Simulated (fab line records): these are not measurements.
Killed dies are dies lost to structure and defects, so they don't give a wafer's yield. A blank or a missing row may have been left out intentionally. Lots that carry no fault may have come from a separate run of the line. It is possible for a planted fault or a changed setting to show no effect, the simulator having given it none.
fab line records -- flow n5Finfet
[record] lots = 7, wafers = 18, lastDay = 20
route steps=1938 shown BEOL_M13@1696 PASSIVATION@1936
lots that met no fault: taken from a fault-free run of the same line
startH: the number of hours between the record's first day and the start of the first shown wafer of the lot -- waitH: time in hours since the lot's previous step -- " as in the row above -- L1.1+2: a single row standing in for several wafers -- - no value, or no start given -- * or withheld: withheld -- < > ~ a bound
route shown NAME@n: names a module that has steps shown in the file, with the first one's number in the route -- usual: mean/standard deviation taken from wafers without a fault -- same: alike in all rows -- chamber/n: place in a boat -- sites: each site's reading -- _std_site: their standard deviation -- _edge_site: the outer-site mean with the inner-site mean subtracted -- radiusMm: for every site, how far away it sits from the centre of the wafer -- mask NAME#n: copy n -- behind: tool/chamber where the wafer was last shaped -- hold: the reason the lot was held/the length of the hold in hours/how it ended -- device: the transistor (n, p or np) that didn't switch -- end of line: the tests these same wafers got at the end of their route -- for a step that has no rows: nothing shown but its recipe -- killed: the dies lost at the first sort to structure and to defects; this is not the yield of the wafer -- map: shows each die of a wafer: x if killed, . if not, _ if none is there
set.NAME: the setting as run; set.NAME@STEP: as run at that earlier step -- model.NAME: the simulator's own value behind a step, which no gauge read
certain route steps with their lots: each step a table, each wafer a row
services: a tool's chamber out of use, with start hour (startH, from the record's first day; less than 0 if before it), hours out, and reason
[[steps]]
[step N5_BEOL_M13_TRENCH_ETCH_34]
[recipe] chemistry = C4F8/O2/Ar, target = SiOC, targetDepthA = 4134.7, maskMaterial = SOC, pressureMtorr = 30, sourceW = 3000, biasW = 700, Ar_flow_sccm = 400, C4F8_flow_sccm = 15, O2_flow_sccm = 8, heInnerTorr = 15, heOuterTorr = 30, timeS = 162.6, ionEnergyEv = 250
[usual] drypumpMotorCurrentA = 5.7/0.43, oesProductAu = 0.82/0.086, rfVppV = 664.5/2.8, showerheadPlenumPTorr = 3.39/0.087, throttleValvePct = 24.25/0.21
lot.wafer,tool,chamber,startH,waitH,drypumpMotorCurrentA,oesProductAu,rfHoursCounterH,rfVppV,showerheadPlenumPTorr,throttleValvePct
L299.1,rieDiel-01,2,305.55,0.0,5.1,0.82,77,666.0,3.44,23.97
L299.2,rieDiel-01,3,305.55,0.0,6.3,0.84,67,662.7,3.36,24.43
L299.5,rieDiel-01,2,305.55,0.0,5.1,0.83,-,666.4,3.44,23.96
L302.2,rieDiel-04,3,339.94,0.0,5.8,0.96,4,664.6,3.39,24.42
L302.3,rieDiel-04,0,339.94,0.0,5.8,0.91,15,663.0,3.35,24.14
L302.5,rieDiel-04,3,339.94,0.0,5.9,0.96,-,663.3,3.39,24.42
L308.1,rieDiel-04,0,379.29,0.0,5.8,0.88,28,664.0,3.34,24.17
L308.3,rieDiel-04,1,379.29,0.0,5.8,0.79,125,661.9,3.29,24.27
L309.5,rieDiel-04,3,380.79,0.1,5.8,0.93,-,663.6,3.38,24.44
L309.6,rieDiel-04,0,380.79,0.1,5.8,0.87,-,662.4,3.34,24.17
L314.1,rieDiel-01,2,382.68,0.0,5.1,0.78,104,664.6,3.43,24.01
L314.4,rieDiel-01,3,382.68,0.0,6.3,0.81,-,661.0,3.35,24.45
L314.5,rieDiel-01,1,382.68,0.0,6.2,0.95,-,665.4,3.46,23.70
L312.3,rieDiel-04,2,392.86,0.0,5.5,0.72,197,661.7,3.27,24.14
L312.5,rieDiel-04,3,392.86,0.0,5.8,0.92,-,663.3,3.38,24.44
L317.1,rieDiel-01,1,450.80,0.0,6.2,0.91,26,667.4,3.45,23.73
L317.2,rieDiel-01,2,450.80,0.0,5.2,0.77,123,666.3,3.42,24.03
L317.4,rieDiel-01,0,450.80,0.0,6.1,0.81,67,667.2,3.47,24.46
[step N5_BEOL_M13_STRIP_70]
[recipe] chemistry = C4F8/O2/Ar, resist = SiARC, rfFrequencyHz = 6e+07
[step N5_BEOL_M13_OCD_MEAS_35]
[usual] trenchDepthNm = 415/6.6
lot.wafer,tool,chamber,startH,waitH,trenchDepthNm
L299.1,ocd-02,-,305.74,0.0,421
L299.2,ocd-02,-,305.74,0.0,414
L299.5,ocd-02,-,305.74,0.0,426
L302.2,ocd-02,-,340.12,0.0,418
L302.3,ocd-02,-,340.12,0.0,406
L302.5,ocd-02,-,340.12,0.0,414
L308.1,ocd-02,-,379.47,0.0,412
L308.3,ocd-02,-,379.47,0.0,412
L309.5,ocd-02,-,380.90,0.0,424
L309.6,ocd-02,-,380.90,0.0,406
L314.1,ocd-02,-,382.86,0.0,413
L314.4,ocd-02,-,382.86,0.0,414
L314.5,ocd-02,-,382.86,0.0,424
L312.3,ocd-01,-,393.04,0.0,408
L312.5,ocd-01,-,393.04,0.0,422
L317.1,ocd-02,-,450.97,0.0,426
L317.2,ocd-02,-,450.97,0.0,416
L317.4,ocd-02,-,450.97,0.0,414
[step N5_BEOL_M13_STRIP_37]
[recipe] chemistry = N2/H2, powerW = 1000, tempC = 250, h2Frac = 0.65, overashFraction = 0.3, pressureMtorr = withheld, n2FlowSccm = 1750, h2FlowSccm = 3250
[usual] drypumpMotorCurrentA = 5.85/0.067, heaterPowerW = 318/31, oesProductAu = 0.783/0.0098
lot.wafer,tool,chamber,startH,waitH,drypumpMotorCurrentA,heaterPowerW,oesProductAu,rfHoursCounterH
L299.1,plasmaAsher-01,1,305.78,0.0,5.82,355,0.783,83
L299.2,plasmaAsher-01,0,305.78,0.0,5.98,310,0.776,83
L299.5,plasmaAsher-01,1,305.78,0.0,5.82,350,0.770,-
L302.2,plasmaAsher-02,1,340.15,0.0,5.77,268,0.778,139
L302.3,plasmaAsher-02,1,340.15,0.0,5.82,270,0.781,-
L302.5,plasmaAsher-02,0,340.15,0.0,5.79,332,0.785,-
L308.1,plasmaAsher-01,0,379.51,0.0,5.93,307,0.778,98
L308.3,plasmaAsher-01,1,379.51,0.0,5.79,362,0.778,-
L309.5,plasmaAsher-02,0,380.97,0.1,5.76,340,0.781,-
L309.6,plasmaAsher-02,1,380.97,0.1,5.79,269,0.805,-
L314.1,plasmaAsher-01,1,382.91,0.0,5.73,352,0.795,99
L314.4,plasmaAsher-01,1,382.91,0.0,5.82,341,0.782,-
L314.5,plasmaAsher-01,0,382.91,0.0,5.97,315,0.776,-
L312.3,plasmaAsher-01,1,393.10,0.1,5.87,350,0.773,-
L312.5,plasmaAsher-01,0,393.10,0.1,5.91,308,0.777,-
L317.1,plasmaAsher-01,0,451.01,0.0,5.94,313,0.788,111
L317.2,plasmaAsher-01,1,451.01,0.0,5.85,348,0.791,111
L317.4,plasmaAsher-01,0,451.01,0.0,5.92,315,0.774,-
[step N5_BEOL_M13_ETCH_38]
[recipe] chemistry = CF4/N2, target = SiCN, targetDepthA = 675, taperDeg = 2, timeS = 71.9, ionEnergyEv = 150, maskMaterial = SiO2, pressureMtorr = 40, sourceW = 430, biasW = 70, Ar_flow_sccm = 100, cf4FlowSccm = 60, n2FlowSccm = 60
[step N5_BEOL_M13_PRECLEAN_39]
[recipe] chemistry = residueRemover, timeS = 60, tempC = 40
[step N5_BEOL_M13_SRD_40]
[recipe] timeS = 30, tempC = 23, rinseLiquid = diw, dry = n2Spin, spinRpm = 1500, dryTimeS = 30
[step N5_BEOL_M13_DEGAS_41]
[recipe] ambient = vacuum, tempC = 250, timeS = 60
[step N5_BEOL_M13_PRE_CLEAN_42]
[recipe] gas = H2/He, timeS = 30, tempC = 250
[usual] heaterPowerW = 332/42
lot.wafer,tool,chamber,startH,waitH,heaterPowerW
L299.1,pvdSputter-03,-,308.78,0.0,436
L299.2,pvdSputter-03,-,308.78,0.0,344
L299.5,pvdSputter-03,-,308.78,0.0,284
L302.2,pvdSputter-01,-,344.19,0.0,362
L302.3,pvdSputter-01,-,344.19,0.0,327
L302.5,pvdSputter-01,-,344.19,0.0,356
L308.1,pvdSputter-02,-,380.12,0.0,357
L308.3,pvdSputter-02,-,380.12,0.0,428
L309.5,pvdSputter-03,-,381.28,0.0,311
L309.6,pvdSputter-03,-,381.28,0.0,334
L314.1,pvdSputter-01,-,384.32,0.0,296
L314.4,pvdSputter-01,-,384.32,0.0,316
L314.5,pvdSputter-01,-,384.32,0.0,324
L312.3,pvdSputter-03,-,399.27,0.0,282
L312.5,pvdSputter-03,-,399.27,0.0,338
L317.1,pvdSputter-01,-,451.74,0.0,314
L317.2,pvdSputter-01,-,451.74,0.0,291
L317.4,pvdSputter-01,-,451.74,0.0,323
[step N5_BEOL_M13_SPUTTER_43]
[recipe] material = TaN, targetThkA = 150, tempC = 50, biasV = 168.6, powerW = 15000, chamberPressurePa = 0.12, timeS = 24.19
[step N5_BEOL_M13_SPUTTER_44]
[recipe] material = Ta, targetThkA = 100, tempC = 50, biasV = 80, powerW = 15000, chamberPressurePa = 0.07, timeS = 16.13
[usual] substrateTempC = 50.00/0.13, throttleValvePct = 29.8/1
lot.wafer,tool,chamber,startH,waitH,substrateTempC,throttleValvePct
L299.1,pvdSputter-03,-,308.90,0.0,50.12,29.3
L299.2,pvdSputter-03,-,308.90,0.0,50.09,30.1
L299.5,pvdSputter-03,-,308.90,0.0,50.02,29.8
L302.2,pvdSputter-01,-,344.31,0.0,50.46,31.4
L302.3,pvdSputter-01,-,344.31,0.0,49.92,28.8
L302.5,pvdSputter-01,-,344.31,0.0,50.32,31.8
L308.1,pvdSputter-02,-,380.24,0.0,49.91,29.7
L308.3,pvdSputter-02,-,380.24,0.0,49.94,29.7
L309.5,pvdSputter-03,-,381.42,0.0,49.84,31.5
L309.6,pvdSputter-03,-,381.42,0.0,50.04,30.2
L314.1,pvdSputter-01,-,384.44,0.0,49.86,28.7
L314.4,pvdSputter-01,-,384.44,0.0,50.11,30.1
L314.5,pvdSputter-01,-,384.44,0.0,49.99,29.9
L312.3,pvdSputter-03,-,399.39,0.0,50.11,30.0
L312.5,pvdSputter-03,-,399.39,0.0,50.07,30.0
L317.1,pvdSputter-01,-,451.86,0.0,49.94,28.6
L317.2,pvdSputter-01,-,451.86,0.0,50.28,28.6
L317.4,pvdSputter-01,-,451.86,0.0,50.08,30.0
[step N5_BEOL_M13_SPUTTER_45]
[recipe] material = Cu, targetThkA = 800, tempC = -20, biasV = 60, powerW = 26000, chamberPressurePa = 0.13, timeS = 13.33
[step N5_BEOL_M13_ECD_47]
[recipe] material = Cu, targetThkA = 9360
lot.wafer,tool,chamber,startH,waitH,model.Cu_of_BEOL_M13_ECD_47.thkNm
L299.1,ecdCu-02,1,309.10,0.1,943.8
L299.2,ecdCu-02,0,309.10,0.1,947.6
L299.5,ecdCu-02,1,309.10,0.1,941.6
L302.2,ecdCu-01,0,344.50,0.1,938.8
L302.3,ecdCu-01,0,344.50,0.1,915.4
L302.5,ecdCu-01,0,344.50,0.1,921.8
L308.1,ecdCu-01,1,380.44,0.1,923.8
L308.3,ecdCu-01,1,380.44,0.1,1652
L309.5,ecdCu-01,0,381.67,0.1,938.6
L309.6,ecdCu-01,1,381.67,0.1,1662
L314.1,ecdCu-02,1,384.64,0.1,924
L314.4,ecdCu-02,0,384.64,0.1,920.4
L314.5,ecdCu-02,1,384.64,0.1,926.2
L312.3,ecdCu-01,0,399.64,0.1,1666
L312.5,ecdCu-01,1,399.64,0.1,919.4
L317.1,ecdCu-01,1,452.06,0.1,937.2
L317.2,ecdCu-01,0,452.06,0.1,942.6
L317.4,ecdCu-01,1,452.06,0.1,932.6
[step N5_BEOL_M13_ANNEAL_48]
[recipe] tempC = 225, timeS = 90, ambient = N2
[usual] wafer_temp_C_max = 225.83/0.22
lot.wafer,tool,chamber,startH,waitH,wafer_temp_C_max
L299.1,rtpAnneal-02,0,309.26,0.1,225.88
L299.2,rtpAnneal-02,0,309.26,0.1,225.76
L299.5,rtpAnneal-02,0,309.26,0.1,225.71
L302.2,rtpAnneal-02,0,345.42,0.9,225.58
L302.3,rtpAnneal-02,0,345.42,0.9,226.00
L302.5,rtpAnneal-02,0,345.42,0.9,225.62
L308.1,rtpAnneal-01,0,380.61,0.1,226.19
L308.3,rtpAnneal-01,0,380.61,0.1,225.96
L309.5,rtpAnneal-02,0,382.03,0.3,225.70
L309.6,rtpAnneal-02,0,382.03,0.3,225.69
L314.1,rtpAnneal-02,0,384.80,0.1,225.80
L314.4,rtpAnneal-02,0,384.80,0.1,225.93
L314.5,rtpAnneal-02,0,384.80,0.1,225.89
L312.3,rtpAnneal-01,0,399.84,0.2,225.66
L312.5,rtpAnneal-01,0,399.84,0.2,225.74
L317.1,rtpAnneal-01,0,452.28,0.2,226.06
L317.2,rtpAnneal-01,0,452.28,0.2,225.63
L317.4,rtpAnneal-01,0,452.28,0.2,225.95
[step N5_PASSIVATION_PROBE_49]
[usual] defectLimitedYield = 91.4/1.2, killed_at_M0_to_M3 = 35/11, killed_at_M4_up = 14/6, killedAtContacts = 12/6.7, killedAtFrontEnd = 37/9.7, killedAtOther = 3.5/2.5, killedDies = 102/15, killedOpen = 67/12, killedShort = 33/7.3, sort_bin_5_function = 5.1/0.81, sort_bin_6_memory = 3.2/0.65, sortNPass = 1078/15, sortYieldPct = 91.4/1.2
[same] grossDies = 1180, killedAtBackSide = 0, sort_bin_4_leakage[%] = 0, sort_bin_8_speed[%] = 0
lot.wafer,tool,chamber,startH,waitH,defectLimitedYield[%],killed_at_M0_to_M3,killed_at_M4_up,killedAtContacts,killedAtFrontEnd,killedAtOther,killedDies,killedOpen,killedShort,sort_bin_5_function[%],sort_bin_6_memory[%],sortNPass,sortYieldPct[%]
L299.1,prober-01,-,345.46,0.0,91.9,40,11,6,37,1,95,64,30,5.4,2.3,1085,91.9
L299.2,prober-01,-,345.51,0.1,91.3,43,14,9,37,0,103,70,31,4.7,3.6,1077,91.3
L299.5,prober-01,-,345.66,0.2,91.4,39,10,4,49,0,102,70,31,4.8,3.8,1078,91.4
L308.1,prober-02,-,408.37,0.0,91.5,38,11,23,28,0,100,73,25,5.8,2.5,1080,91.5
L309.5,prober-01,-,416.47,0.2,91.0,30,10,11,51,4,106,78,26,5.4,3.3,1074,91.0
L309.6,prober-01,-,416.52,0.3,90.7,46,16,16,26,6,110,79,29,5.1,4.2,1070,90.7
// killed by level:class
L299.1 BEOL_M2:geometricParticle:open=12 FIN_SAQP:geometricParticle:short=9 STI_FIN_REVEAL:geometricParticle:open=8 BEOL_M3:geometricParticle:open=6 BEOL_M2:geometricParticle:short=6 FIN_SAQP:geometricParticle:open=5 BEOL_M4:geometricParticle:open=5 MOL_CONTACT_COAG:geometricParticle:open=5
L299.2 BEOL_M2:geometricParticle:open=23 FIN_SAQP:geometricParticle:short=10 MOL_CONTACT_COAG:geometricParticle:open=8 BEOL_M0_SAQP:geometricParticle:open=6 BEOL_M3:geometricParticle:open=5 STI_FIN_REVEAL:geometricParticle:open=4 DUMMY_GATE:geometricParticle:open=4 BEOL_M4:geometricParticle:open=4
L299.5 BEOL_M2:geometricParticle:open=13 FIN_SAQP:geometricParticle:open=12 STI_FIN_REVEAL:geometricParticle:open=11 BEOL_M0_SAQP:geometricParticle:open=9 FIN_SAQP:geometricParticle:short=6 BEOL_M0_SAQP:geometricParticle:short=6 STI_FIN_REVEAL:geometricParticle:short=5 GATE_CUT:geometricParticle:open=5
L308.1 MOL_CONTACT_COAG:geometricParticle:open=19 FIN_SAQP:geometricParticle:open=11 BEOL_M2:geometricParticle:open=9 BEOL_M0_SAQP:geometricParticle:short=8 BEOL_M1:geometricParticle:open=5 BEOL_M3:geometricParticle:open=5 MOL_CONTACT_COAG:geometricParticle:short=4 BEOL_M0_SAQP:geometricParticle:open=4
L309.5 FIN_SAQP:geometricParticle:open=18 STI_FIN_REVEAL:geometricParticle:open=18 MOL_CONTACT_COAG:geometricParticle:open=11 BEOL_M0_SAQP:geometricParticle:short=11 BEOL_M0_SAQP:geometricParticle:open=9 FIN_SAQP:geometricParticle:short=7 BEOL_M2:geometricParticle:open=4 BEOL_M4:geometricParticle:open=4
L309.6 MOL_CONTACT_COAG:geometricParticle:open=12 BEOL_M0_SAQP:geometricParticle:open=12 BEOL_M0_SAQP:geometricParticle:short=10 BEOL_M2:geometricParticle:open=9 BEOL_M4:geometricParticle:open=8 STI_FIN_REVEAL:geometricParticle:open=7 BEOL_M3:geometricParticle:open=6 GATE_CUT:geometricParticle:open=4
[[services]]
tool,chamber,startH,hours,kind
rieDiel-04,3,297.44,-,clean
rieDiel-04,3,297.44,-,consumableReplace:focusRing
rieDiel-04,3,297.44,27.5,scheduledDown
rieDiel-04,3,297.44,27.5,ventCycle
rieDiel-01,0,301.70,3.2,repair
rieDiel-01,1,338.42,-,clean
rieDiel-01,1,338.42,-,consumableReplace:focusRing
rieDiel-01,1,338.42,24.1,scheduledDown
rieDiel-01,1,338.42,24.1,ventCycle
plasmaAsher-01,-,341.28,3.9,repair
pvdSputter-01,-,376.86,2.8,repair
rieDiel-01,0,378.42,9.6,repair
ecdCu-01,-,383.27,5.5,pm
rieDiel-04,0,399.11,26.0,repair
rieDiel-04,2,402.36,8.4,repair
pvdSputter-03,-,434.03,2.5,repair
[[key]]
firstSign none at tools or gauges
[modelEffect] step = N5_BEOL_M13_ECD_47, value = Cu_of_BEOL_M13_ECD_47.thkNm, without = 936.9, struck = 1660
metAt N5_BEOL_M13_ECD_47
struckWafers L308.3,L309.6,L312.3
onsetBetween 344.50 380.44
[fault] kind = processParameterDrift, tool = ecdCu-01, chamber = -, onsetH = 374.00, steps = N5_BEOL_M13_ECD_47, channel = targetThkA, offset = *, shape = step, endH = 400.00, scope = struckWafersOnly, actsIn = *, stated = *
